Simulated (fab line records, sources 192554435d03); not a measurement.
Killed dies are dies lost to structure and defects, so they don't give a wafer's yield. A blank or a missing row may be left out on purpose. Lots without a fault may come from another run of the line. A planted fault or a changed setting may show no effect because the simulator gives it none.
Chamber matching | flow n5_finfet | N5_BEOL_M0_SAQP_SPACER2_ETCHBACK_27 on rie_diel-05: 3 sister chambers
The step etches SiO2 in CHF3/O2, target depth 22.5 nm, time 11.25 s. 16 wafers are shown with their chamber, then 6 later ones without.

WAFERS WITH THEIR CHAMBER
wafer  | chamber | drypump_motor_current_A (A) | showerhead_plenum_p_Torr (Torr) | oes_product_au (a.u.)
L074.3 | 2       | 5.9                         | 2.41                            | 0.75
L074.4 | 0       | 5.3                         | 2.41                            | 0.74
L074.5 | 1       | 5.1                         | 2.45                            | 0.88
L077.1 | 0       | 5.3                         | 2.41                            | 0.73
L077.3 | 1       | 5.1                         | 2.45                            | 0.87
L077.6 | 0       | 5.3                         | 2.41                            | 0.73
L080.1 | 2       | 5.8                         | 2.41                            | 0.74
L080.4 | 0       | 5.3                         | 2.41                            | 0.74
L080.5 | 2       | 5.9                         | 2.41                            | 0.75
L079.1 | 0       | 5.3                         | 2.41                            | 0.73
L079.3 | 2       | 5.9                         | 2.41                            | 0.74
L079.5 | 2       | 5.9                         | 2.41                            | 0.74
L083.3 | 2       | 5.9                         | 2.40                            | 0.74
L083.5 | 2       | 5.9                         | 2.40                            | 0.74
L083.6 | 1       | 5.1                         | 2.45                            | 0.86
L089.1 | 1       | 5.1                         | 2.45                            | 0.86

SIGNATURES (means of the wafers above)
reading                  | chamber 0 | chamber 1 | chamber 2 | scatter within a chamber
drypump_motor_current_A  | 5.300     | 5.100     | 5.886     | 0.0257
showerhead_plenum_p_Torr | 2.4100    | 2.4500    | 2.4071    | 0.00331
oes_product_au           | 0.7340    | 0.8675    | 0.7429    | 0.00643
Rule: a wafer's distance from a chamber is the root of the sum, over the readings, of the square of ((its reading less the chamber's mean) divided by the reading's scatter). The wafer belongs to the nearest chamber; if the next one is less than 2 further off, it can't be placed. The scatter: the root of (the sum of the squares of (reading less its chamber's mean) over the shown wafers, divided by (wafers less chambers)).

WAFERS WITHOUT THEIR CHAMBER
wafer  | drypump_motor_current_A (A) | showerhead_plenum_p_Torr (Torr) | oes_product_au (a.u.)
L089.3 | 5.3                         | 2.40                            | 0.74
L089.5 | 5.3                         | 2.40                            | 0.72
L092.4 | 5.9                         | 2.40                            | 0.73
L092.6 | 5.1                         | 2.45                            | 0.85
L093.3 | 5.1                         | 2.45                            | 0.85
L093.6 | 5.3                         | 2.40                            | 0.72

WHICH CHAMBER EACH WENT THROUGH
wafer  | from the rows above | in truth
L089.3 | 0                   | 0
L089.5 | 0                   | 0
L092.4 | 2                   | 2
L092.6 | 1                   | 1
L093.3 | 1                   | 1
L093.6 | 0                   | 0
Placed correctly: 6 of 6. Can't be placed from these rows: 0. Placed wrongly: 0.
